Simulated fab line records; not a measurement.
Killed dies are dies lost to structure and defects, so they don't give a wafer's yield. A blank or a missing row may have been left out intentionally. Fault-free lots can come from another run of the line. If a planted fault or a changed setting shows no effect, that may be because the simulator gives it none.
fab line records :: flow n5-finfet
record:
  lots: 6
  wafers: 17
  last-day: 18
route steps=1938 shown BEOL_M5@1177 PASSIVATION@1936
lots untouched by any fault: they come from a run of this same line in which no faults occurred
start-h: hours from the record's opening day to when the first of the lot's shown wafers began :: wait-h: hours elapsed since this lot's preceding step :: " same as the row above :: L1.1+2: a row that stands for several wafers :: - no value, or no start was given :: * or withheld: withheld :: < > ~ a bound
route shown NAME@n: NAME is a module with steps in the file, n the number in the route of the first one :: usual: the fault-free wafers' mean and standard deviation :: same: alike in all rows :: chamber/n: place in a boat :: sites: per-site readings :: _std_site: standard deviation of those values :: _edge_site: outer sites' mean less inner sites' :: radius-mm: for every site, how far away it sits from the centre of the wafer :: mask NAME#n: copy n :: behind: the tool/chamber that last shaped the wafer :: hold: why the lot was held/for how many hours/how that ended :: device: transistor that didn't switch, given as n, p or np :: end of line: tests run on the same wafers once the route is complete :: for a step that has no rows: nothing shown but its recipe :: killed: count of dies lost to structure and defects at first sort (not the wafer's yield) :: map: dies across one wafer; x = killed, . = not, _ = none there
set.NAME: the setting the step ran with; set.NAME@STEP: the setting that earlier step ran with :: model.NAME: the simulator's own value behind a step, which no gauge read
lots at some steps of the route; a table a step, a row a wafer
services: from which hour (start-h, from the record's first day; less than 0 if before it) a tool's chamber was out of use, for how many hours, and why
== steps ==
step: N5_BEOL_M5_SPUTTER_81
recipe:
  material: Cu
  target-thk-a: 150
  temp-c: -20
  chamber-pressure-pa: 0.07
  power-w: withheld
  time-s: 27.62
usual:
  throttle-valve-pct: 29.6/1.2
lot.wafer: L120.1
tool: pvd-sputter-01
chamber: -
start-h: 206.97
wait-h: 0.5
throttle-valve-pct: 30.0

lot.wafer: L120.3
tool: pvd-sputter-01
chamber: -
start-h: 206.97
wait-h: 0.5
throttle-valve-pct: 30.2

lot.wafer: L120.5
tool: pvd-sputter-01
chamber: -
start-h: 206.97
wait-h: 0.5
throttle-valve-pct: 30.0

lot.wafer: L126.3
tool: pvd-sputter-03
chamber: -
start-h: 260.72
wait-h: 0.5
throttle-valve-pct: 29.1

lot.wafer: L126.4
tool: pvd-sputter-03
chamber: -
start-h: 260.72
wait-h: 0.5
throttle-valve-pct: 28.4

lot.wafer: L128.2
tool: pvd-sputter-02
chamber: -
start-h: 272.00
wait-h: 0.5
throttle-valve-pct: 31.4

lot.wafer: L128.4
tool: pvd-sputter-02
chamber: -
start-h: 272.00
wait-h: 0.5
throttle-valve-pct: 29.7

lot.wafer: L128.6
tool: pvd-sputter-02
chamber: -
start-h: 272.00
wait-h: 0.5
throttle-valve-pct: 31.5

lot.wafer: L132.1
tool: pvd-sputter-01
chamber: -
start-h: 279.94
wait-h: 0.5
throttle-valve-pct: 30.2

lot.wafer: L132.2
tool: pvd-sputter-01
chamber: -
start-h: 279.94
wait-h: 0.5
throttle-valve-pct: 30.2

lot.wafer: L132.5
tool: pvd-sputter-01
chamber: -
start-h: 279.94
wait-h: 0.5
throttle-valve-pct: 29.8

lot.wafer: L136.1
tool: pvd-sputter-03
chamber: -
start-h: 330.53
wait-h: 0.5
throttle-valve-pct: 28.6

lot.wafer: L136.2
tool: pvd-sputter-03
chamber: -
start-h: 330.53
wait-h: 0.5
throttle-valve-pct: 29.0

lot.wafer: L136.4
tool: pvd-sputter-03
chamber: -
start-h: 330.53
wait-h: 0.5
throttle-valve-pct: 31.1

lot.wafer: L138.3
tool: pvd-sputter-01
chamber: -
start-h: 331.85
wait-h: 0.5
throttle-valve-pct: 30.0

lot.wafer: L138.4
tool: pvd-sputter-01
chamber: -
start-h: 331.85
wait-h: 0.5
throttle-valve-pct: 29.8

lot.wafer: L138.6
tool: pvd-sputter-01
chamber: -
start-h: 331.85
wait-h: 0.5
throttle-valve-pct: 27.1
step: N5_BEOL_M5_ANNEAL_82
recipe:
  temp-c: 400
  time-s: 1800
  ambient: vacuum
step: N5_BEOL_M5_SPUTTER_83
recipe:
  material: Cu
  target-thk-a: 150
  temp-c: -20
  chamber-pressure-pa: 0.07
  power-w: withheld
  time-s: 27.62
usual:
  throttle-valve-pct: 29.6/1.2
lot.wafer: L120.1
tool: pvd-sputter-01
chamber: -
start-h: 208.06
wait-h: 0.5
throttle-valve-pct: 30.3

lot.wafer: L120.3
tool: pvd-sputter-01
chamber: -
start-h: 208.06
wait-h: 0.5
throttle-valve-pct: 29.8

lot.wafer: L120.5
tool: pvd-sputter-01
chamber: -
start-h: 208.06
wait-h: 0.5
throttle-valve-pct: 29.8

lot.wafer: L126.3
tool: pvd-sputter-03
chamber: -
start-h: 261.81
wait-h: 0.5
throttle-valve-pct: 29.3

lot.wafer: L126.4
tool: pvd-sputter-03
chamber: -
start-h: 261.81
wait-h: 0.5
throttle-valve-pct: 28.5

lot.wafer: L128.2
tool: pvd-sputter-02
chamber: -
start-h: 273.09
wait-h: 0.5
throttle-valve-pct: 31.5

lot.wafer: L128.4
tool: pvd-sputter-02
chamber: -
start-h: 273.09
wait-h: 0.5
throttle-valve-pct: 29.6

lot.wafer: L128.6
tool: pvd-sputter-02
chamber: -
start-h: 273.09
wait-h: 0.5
throttle-valve-pct: 31.5

lot.wafer: L132.1
tool: pvd-sputter-01
chamber: -
start-h: 281.02
wait-h: 0.5
throttle-valve-pct: 30.3

lot.wafer: L132.2
tool: pvd-sputter-01
chamber: -
start-h: 281.02
wait-h: 0.5
throttle-valve-pct: 30.0

lot.wafer: L132.5
tool: pvd-sputter-01
chamber: -
start-h: 281.02
wait-h: 0.5
throttle-valve-pct: 29.9

lot.wafer: L136.1
tool: pvd-sputter-03
chamber: -
start-h: 331.62
wait-h: 0.5
throttle-valve-pct: 28.5

lot.wafer: L136.2
tool: pvd-sputter-03
chamber: -
start-h: 331.62
wait-h: 0.5
throttle-valve-pct: 29.0

lot.wafer: L136.4
tool: pvd-sputter-03
chamber: -
start-h: 331.62
wait-h: 0.5
throttle-valve-pct: 31.1

lot.wafer: L138.3
tool: pvd-sputter-01
chamber: -
start-h: 332.93
wait-h: 0.5
throttle-valve-pct: 30.0

lot.wafer: L138.4
tool: pvd-sputter-01
chamber: -
start-h: 332.93
wait-h: 0.5
throttle-valve-pct: 30.1

lot.wafer: L138.6
tool: pvd-sputter-01
chamber: -
start-h: 332.93
wait-h: 0.5
throttle-valve-pct: 26.9
step: N5_BEOL_M5_ANNEAL_84
recipe:
  temp-c: 400
  time-s: 1800
  ambient: vacuum
usual:
  heater-power-w: 823/86
lot.wafer: L120.1
tool: pvd-sputter-01
chamber: -
start-h: 208.14
wait-h: 0.0
heater-power-w: 815

lot.wafer: L120.3
tool: pvd-sputter-01
chamber: -
start-h: 208.14
wait-h: 0.0
heater-power-w: 789

lot.wafer: L120.5
tool: pvd-sputter-01
chamber: -
start-h: 208.14
wait-h: 0.0
heater-power-w: 832

lot.wafer: L126.3
tool: pvd-sputter-03
chamber: -
start-h: 261.89
wait-h: 0.0
heater-power-w: 712

lot.wafer: L126.4
tool: pvd-sputter-03
chamber: -
start-h: 261.89
wait-h: 0.0
heater-power-w: 800

lot.wafer: L128.2
tool: pvd-sputter-02
chamber: -
start-h: 273.17
wait-h: 0.0
heater-power-w: 762

lot.wafer: L128.4
tool: pvd-sputter-02
chamber: -
start-h: 273.17
wait-h: 0.0
heater-power-w: 806

lot.wafer: L128.6
tool: pvd-sputter-02
chamber: -
start-h: 273.17
wait-h: 0.0
heater-power-w: 776

lot.wafer: L132.1
tool: pvd-sputter-01
chamber: -
start-h: 281.10
wait-h: 0.0
heater-power-w: 915

lot.wafer: L132.2
tool: pvd-sputter-01
chamber: -
start-h: 281.10
wait-h: 0.0
heater-power-w: 809

lot.wafer: L132.5
tool: pvd-sputter-01
chamber: -
start-h: 281.10
wait-h: 0.0
heater-power-w: 781

lot.wafer: L136.1
tool: pvd-sputter-03
chamber: -
start-h: 331.70
wait-h: 0.0
heater-power-w: 790

lot.wafer: L136.2
tool: pvd-sputter-03
chamber: -
start-h: 331.70
wait-h: 0.0
heater-power-w: 750

lot.wafer: L136.4
tool: pvd-sputter-03
chamber: -
start-h: 331.70
wait-h: 0.0
heater-power-w: 784

lot.wafer: L138.3
tool: pvd-sputter-01
chamber: -
start-h: 333.01
wait-h: 0.0
heater-power-w: 964

lot.wafer: L138.4
tool: pvd-sputter-01
chamber: -
start-h: 333.01
wait-h: 0.0
heater-power-w: 821

lot.wafer: L138.6
tool: pvd-sputter-01
chamber: -
start-h: 333.01
wait-h: 0.0
heater-power-w: 952
step: N5_BEOL_M5_SPUTTER_88
recipe:
  material: Cu
  target-thk-a: 150
  temp-c: -20
  chamber-pressure-pa: 0.07
  power-w: withheld
  time-s: 27.62
step: N5_BEOL_M5_ANNEAL_89
recipe:
  temp-c: 400
  time-s: 1800
  ambient: vacuum
usual:
  heater-power-w: 821/85
lot.wafer: L120.1
tool: pvd-sputter-01
chamber: -
start-h: 209.22
wait-h: 0.0
heater-power-w: 839

lot.wafer: L120.3
tool: pvd-sputter-01
chamber: -
start-h: 209.22
wait-h: 0.0
heater-power-w: 755

lot.wafer: L120.5
tool: pvd-sputter-01
chamber: -
start-h: 209.22
wait-h: 0.0
heater-power-w: 840

lot.wafer: L126.3
tool: pvd-sputter-03
chamber: -
start-h: 262.97
wait-h: 0.0
heater-power-w: 744

lot.wafer: L126.4
tool: pvd-sputter-03
chamber: -
start-h: 262.97
wait-h: 0.0
heater-power-w: 802

lot.wafer: L128.2
tool: pvd-sputter-02
chamber: -
start-h: 274.25
wait-h: 0.0
heater-power-w: 754

lot.wafer: L128.4
tool: pvd-sputter-02
chamber: -
start-h: 274.25
wait-h: 0.0
heater-power-w: 817

lot.wafer: L128.6
tool: pvd-sputter-02
chamber: -
start-h: 274.25
wait-h: 0.0
heater-power-w: 744

lot.wafer: L132.1
tool: pvd-sputter-01
chamber: -
start-h: 282.19
wait-h: 0.0
heater-power-w: 946

lot.wafer: L132.2
tool: pvd-sputter-01
chamber: -
start-h: 282.19
wait-h: 0.0
heater-power-w: 827

lot.wafer: L132.5
tool: pvd-sputter-01
chamber: -
start-h: 282.19
wait-h: 0.0
heater-power-w: 785

lot.wafer: L136.1
tool: pvd-sputter-03
chamber: -
start-h: 332.78
wait-h: 0.0
heater-power-w: 789

lot.wafer: L136.2
tool: pvd-sputter-03
chamber: -
start-h: 332.78
wait-h: 0.0
heater-power-w: 747

lot.wafer: L136.4
tool: pvd-sputter-03
chamber: -
start-h: 332.78
wait-h: 0.0
heater-power-w: 797

lot.wafer: L138.3
tool: pvd-sputter-01
chamber: -
start-h: 334.10
wait-h: 0.0
heater-power-w: 948

lot.wafer: L138.4
tool: pvd-sputter-01
chamber: -
start-h: 334.10
wait-h: 0.0
heater-power-w: 793

lot.wafer: L138.6
tool: pvd-sputter-01
chamber: -
start-h: 334.10
wait-h: 0.0
heater-power-w: 941
step: N5_BEOL_M5_SPUTTER_90
recipe:
  material: Cu
  target-thk-a: 45
  temp-c: -20
  chamber-pressure-pa: 0.07
  power-w: withheld
  time-s: 8.29
usual:
  throttle-valve-pct: 29.6/1.2
lot.wafer: L120.1
tool: pvd-sputter-01
chamber: -
start-h: 210.23
wait-h: 0.5
throttle-valve-pct: 30.1

lot.wafer: L120.3
tool: pvd-sputter-01
chamber: -
start-h: 210.23
wait-h: 0.5
throttle-valve-pct: 29.9

lot.wafer: L120.5
tool: pvd-sputter-01
chamber: -
start-h: 210.23
wait-h: 0.5
throttle-valve-pct: 30.0

lot.wafer: L126.3
tool: pvd-sputter-03
chamber: -
start-h: 263.98
wait-h: 0.5
throttle-valve-pct: 29.0

lot.wafer: L126.4
tool: pvd-sputter-03
chamber: -
start-h: 263.98
wait-h: 0.5
throttle-valve-pct: 28.4

lot.wafer: L128.2
tool: pvd-sputter-02
chamber: -
start-h: 275.26
wait-h: 0.5
throttle-valve-pct: 31.4

lot.wafer: L128.4
tool: pvd-sputter-02
chamber: -
start-h: 275.26
wait-h: 0.5
throttle-valve-pct: 29.7

lot.wafer: L128.6
tool: pvd-sputter-02
chamber: -
start-h: 275.26
wait-h: 0.5
throttle-valve-pct: 31.7

lot.wafer: L132.1
tool: pvd-sputter-01
chamber: -
start-h: 283.20
wait-h: 0.5
throttle-valve-pct: 30.2

lot.wafer: L132.2
tool: pvd-sputter-01
chamber: -
start-h: 283.20
wait-h: 0.5
throttle-valve-pct: 30.0

lot.wafer: L132.5
tool: pvd-sputter-01
chamber: -
start-h: 283.20
wait-h: 0.5
throttle-valve-pct: 30.0

lot.wafer: L136.1
tool: pvd-sputter-03
chamber: -
start-h: 333.79
wait-h: 0.5
throttle-valve-pct: 28.1

lot.wafer: L136.2
tool: pvd-sputter-03
chamber: -
start-h: 333.79
wait-h: 0.5
throttle-valve-pct: 29.0

lot.wafer: L136.4
tool: pvd-sputter-03
chamber: -
start-h: 333.79
wait-h: 0.5
throttle-valve-pct: 31.2

lot.wafer: L138.3
tool: pvd-sputter-01
chamber: -
start-h: 335.11
wait-h: 0.5
throttle-valve-pct: 30.0

lot.wafer: L138.4
tool: pvd-sputter-01
chamber: -
start-h: 335.11
wait-h: 0.5
throttle-valve-pct: 30.0

lot.wafer: L138.6
tool: pvd-sputter-01
chamber: -
start-h: 335.11
wait-h: 0.5
throttle-valve-pct: 26.9
step: N5_BEOL_M5_ECD_50
recipe:
  material: Cu
  target-thk-a: 3000
step: N5_BEOL_M5_ANNEAL_51
recipe:
  temp-c: 225
  time-s: 90
  ambient: N2
step: N5_BEOL_M5_CMP_52
recipe:
  stop-on: SiCOH_lowk
  t-overpolish-s: 6.9
  down-force-psi: 1
  platen-rpm: 50
  clearing-platen-down-force-psi: 1.5
  clearing-platen-rpm: 50
  post-cmp-clean: cu-alkaline
  target-thk-nm: 62
  clearing-platen-pad-velocity-m-s: 0.99484
  pad-velocity-m-s: 0.99484
step: N5_BEOL_M5_THK_MEAS_53
recipe:
  thk-meas-gauge: xrf
  reads: Cu_of_BEOL_M5_ECD_50
usual:
  M5_THK: 62.8/1.8
lot.wafer: L120.1
tool: film-metro-01
chamber: -
start-h: 211.04
wait-h: -
M5_THK[nm]: 64.5

lot.wafer: L120.3
tool: film-metro-01
chamber: -
start-h: 211.04
wait-h: -
M5_THK[nm]: 62.6

lot.wafer: L120.5
tool: film-metro-01
chamber: -
start-h: 211.04
wait-h: -
M5_THK[nm]: 62.6

lot.wafer: L126.3
tool: film-metro-01
chamber: -
start-h: 265.07
wait-h: -
M5_THK[nm]: 63.3

lot.wafer: L126.4
tool: film-metro-01
chamber: -
start-h: 265.07
wait-h: -
M5_THK[nm]: 60.2

lot.wafer: L128.2
tool: film-metro-02
chamber: -
start-h: 276.30
wait-h: -
M5_THK[nm]: 60.1

lot.wafer: L128.4
tool: film-metro-02
chamber: -
start-h: 276.30
wait-h: -
M5_THK[nm]: 63.7

lot.wafer: L128.6
tool: film-metro-02
chamber: -
start-h: 276.30
wait-h: -
M5_THK[nm]: 61.4

lot.wafer: L132.1
tool: film-metro-02
chamber: -
start-h: 284.00
wait-h: -
M5_THK[nm]: 64.9

lot.wafer: L132.2
tool: film-metro-02
chamber: -
start-h: 284.00
wait-h: -
M5_THK[nm]: 62.9

lot.wafer: L132.5
tool: film-metro-02
chamber: -
start-h: 284.00
wait-h: -
M5_THK[nm]: 64.2

lot.wafer: L136.1
tool: film-metro-02
chamber: -
start-h: 334.59
wait-h: -
M5_THK[nm]: 64.5

lot.wafer: L136.2
tool: film-metro-02
chamber: -
start-h: 334.59
wait-h: -
M5_THK[nm]: 67.4

lot.wafer: L136.4
tool: film-metro-02
chamber: -
start-h: 334.59
wait-h: -
M5_THK[nm]: 61.9

lot.wafer: L138.3
tool: film-metro-01
chamber: -
start-h: 335.90
wait-h: -
M5_THK[nm]: 60.8

lot.wafer: L138.4
tool: film-metro-01
chamber: -
start-h: 335.90
wait-h: -
M5_THK[nm]: 61.6

lot.wafer: L138.6
tool: film-metro-01
chamber: -
start-h: 335.90
wait-h: -
M5_THK[nm]: 60.7
step: N5_BEOL_M5_PRE_CLEAN_77
recipe:
  gas: NH3/H2
  time-s: 15
  temp-c: *
  rf-power-w: 300
step: N5_BEOL_M5_CO_CAP_78
recipe:
  material: Co
  target-thk-a: 20
  temp-c: 200
  precursor: CCTBA/H2
  pressure-torr: 30
  time-s: 102.1
usual:
  heater-power-w: 233/31
  run-length-s: 124.8/0.56
lot.wafer: L120.1
tool: cvd-co-02
chamber: 2
start-h: 211.29
wait-h: 0.0
heater-power-w: 196
run-length-s: 124.0
model.Co_of_BEOL_M5_CO_CAP_78.thk-nm: 2

lot.wafer: L120.3
tool: cvd-co-02
chamber: 1
start-h: 211.29
wait-h: 0.0
heater-power-w: 229
run-length-s: 125.3
model.Co_of_BEOL_M5_CO_CAP_78.thk-nm: 1.8

lot.wafer: L120.5
tool: cvd-co-02
chamber: 0
start-h: 211.29
wait-h: 0.0
heater-power-w: 260
run-length-s: 125.5
model.Co_of_BEOL_M5_CO_CAP_78.thk-nm: 2

lot.wafer: L126.3
tool: cvd-co-02
chamber: 2
start-h: 265.15
wait-h: 0.0
heater-power-w: 191
run-length-s: 124.3
model.Co_of_BEOL_M5_CO_CAP_78.thk-nm: 2

lot.wafer: L126.4
tool: cvd-co-02
chamber: 0
start-h: 265.15
wait-h: 0.0
heater-power-w: 254
run-length-s: 65.5
model.Co_of_BEOL_M5_CO_CAP_78.thk-nm: 0.8

lot.wafer: L128.2
tool: cvd-co-02
chamber: 1
start-h: 276.38
wait-h: 0.0
heater-power-w: 216
run-length-s: 125.2
model.Co_of_BEOL_M5_CO_CAP_78.thk-nm: 1.8

lot.wafer: L128.4
tool: cvd-co-02
chamber: 0
start-h: 276.38
wait-h: 0.0
heater-power-w: 270
run-length-s: 65.4
model.Co_of_BEOL_M5_CO_CAP_78.thk-nm: 0.8

lot.wafer: L128.6
tool: cvd-co-02
chamber: 2
start-h: 276.38
wait-h: 0.0
heater-power-w: 191
run-length-s: 124.0
model.Co_of_BEOL_M5_CO_CAP_78.thk-nm: 2

lot.wafer: L132.1
tool: cvd-co-01
chamber: 2
start-h: 284.08
wait-h: 0.0
heater-power-w: 272
run-length-s: 124.1
model.Co_of_BEOL_M5_CO_CAP_78.thk-nm: 2.2

lot.wafer: L132.2
tool: cvd-co-01
chamber: 0
start-h: 284.08
wait-h: 0.0
heater-power-w: 200
run-length-s: 124.9
model.Co_of_BEOL_M5_CO_CAP_78.thk-nm: 2

lot.wafer: L132.5
tool: cvd-co-01
chamber: 2
start-h: 284.08
wait-h: 0.0
heater-power-w: 275
run-length-s: 123.8
model.Co_of_BEOL_M5_CO_CAP_78.thk-nm: 2.2

lot.wafer: L136.1
tool: cvd-co-01
chamber: 2
start-h: 334.68
wait-h: 0.0
heater-power-w: 272
run-length-s: 124.1
model.Co_of_BEOL_M5_CO_CAP_78.thk-nm: 2.2

lot.wafer: L136.2
tool: cvd-co-01
chamber: 0
start-h: 334.68
wait-h: 0.0
heater-power-w: 203
run-length-s: 124.7
model.Co_of_BEOL_M5_CO_CAP_78.thk-nm: 2.2

lot.wafer: L136.4
tool: cvd-co-01
chamber: 0
start-h: 334.68
wait-h: 0.0
heater-power-w: 200
run-length-s: 124.9
model.Co_of_BEOL_M5_CO_CAP_78.thk-nm: 2.2

lot.wafer: L138.3
tool: cvd-co-02
chamber: 1
start-h: 335.98
wait-h: 0.0
heater-power-w: 226
run-length-s: 125.2
model.Co_of_BEOL_M5_CO_CAP_78.thk-nm: 2

lot.wafer: L138.4
tool: cvd-co-02
chamber: 2
start-h: 335.98
wait-h: 0.0
heater-power-w: 191
run-length-s: 123.8
model.Co_of_BEOL_M5_CO_CAP_78.thk-nm: 2

lot.wafer: L138.6
tool: cvd-co-02
chamber: 0
start-h: 335.98
wait-h: 0.0
heater-power-w: 257
run-length-s: 125.0
model.Co_of_BEOL_M5_CO_CAP_78.thk-nm: 2
step: N5_BEOL_M5_PRE_CLEAN_55
recipe:
  gas: NH3
  time-s: 15
  temp-c: withheld
  rf-power-w: 300
step: N5_PASSIVATION_PROBE_49
usual:
  defect-limited-yield: 91.4/1.5
  killed_at_M0_to_M3: 35/12
  killed_at_M4_up: 13/5.8
  killed-at-contacts: 12/5.5
  killed-at-front-end: 36/9.9
  killed-at-other: 4/3.7
  killed-dies: 101/18
  killed-open: 66/13
  killed-short: 33/8
  sort_bin_5_function: 5.0/1
  sort_bin_6_memory: 3.2/0.67
  sort_bin_8_speed: 0.00/0.0099
  sort-n-pass: 1079/18
  sort-yield-pct: 91.4/1.5
same:
  gross-dies: 1180
  killed-at-back-side: 0
  sort_bin_4_leakage[%]: 0
lot.wafer: L132.2
tool: prober-02
chamber: -
start-h: 377.13
wait-h: 0.1
defect-limited-yield[%]: 91.4
killed_at_M0_to_M3: 27
killed_at_M4_up: 8
killed-at-contacts: 17
killed-at-front-end: 30
killed-at-other: 20
killed-dies: 102
killed-open: 67
killed-short: 33
sort_bin_5_function[%]: 5.1
sort_bin_6_memory[%]: 3.3
sort_bin_8_speed[%]: 0
sort-n-pass: 1078
sort-yield-pct[%]: 91.4
killed by level:class
L132.2 MOL_CONTACT_COAG:geometric-particle:open=13 BEOL_M3:geometric-particle:open=9 BEOL_M2:geometric-particle:open=8 STI_FIN_REVEAL:geometric-particle:open=6 FIN_SAQP:geometric-particle:open=5 BEOL_M0_SAQP:geometric-particle:open=5 FIN_SAQP:geometric-particle:short=4 PASS1_CAP:geometric-particle:short=4
== services ==
tool: cvd-co-02
chamber: -
start-h: 210.13
hours: 0.5
kind: repair

tool: cvd-co-01
chamber: 1
start-h: 294.59
hours: 7.7
kind: repair

tool: cvd-co-01
chamber: 1
start-h: 333.33
hours: -
kind: clean

tool: cvd-co-01
chamber: 1
start-h: 333.33
hours: 22.0
kind: scheduled-down

tool: cvd-co-01
chamber: 1
start-h: 333.33
hours: 22.0
kind: vent-cycle
== key ==
first-sign:
  step: N5_BEOL_M5_CO_CAP_78
  reading: run-length-s
  direction: down
  sigmas: 99+
  usual: *
  struck: *
effect none on later readings
model-effect:
  step: N5_BEOL_M5_CO_CAP_78
  value: Co_of_BEOL_M5_CO_CAP_78.thk-nm
  without: 2
  struck: 0.8
met-at N5_BEOL_M5_CO_CAP_78
struck-wafers L126.4,L128.4
onset-between 211.29 265.15
fault:
  kind: process-parameter-drift
  tool: cvd-co-02
  chamber: -
  onset-h: 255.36
  steps: N5_BEOL_M5_CO_CAP_78
  channel: time-s
  offset: *
  shape: step
  end-h: 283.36
  scope: struck-wafers-only
  acts-in: *
  stated: *
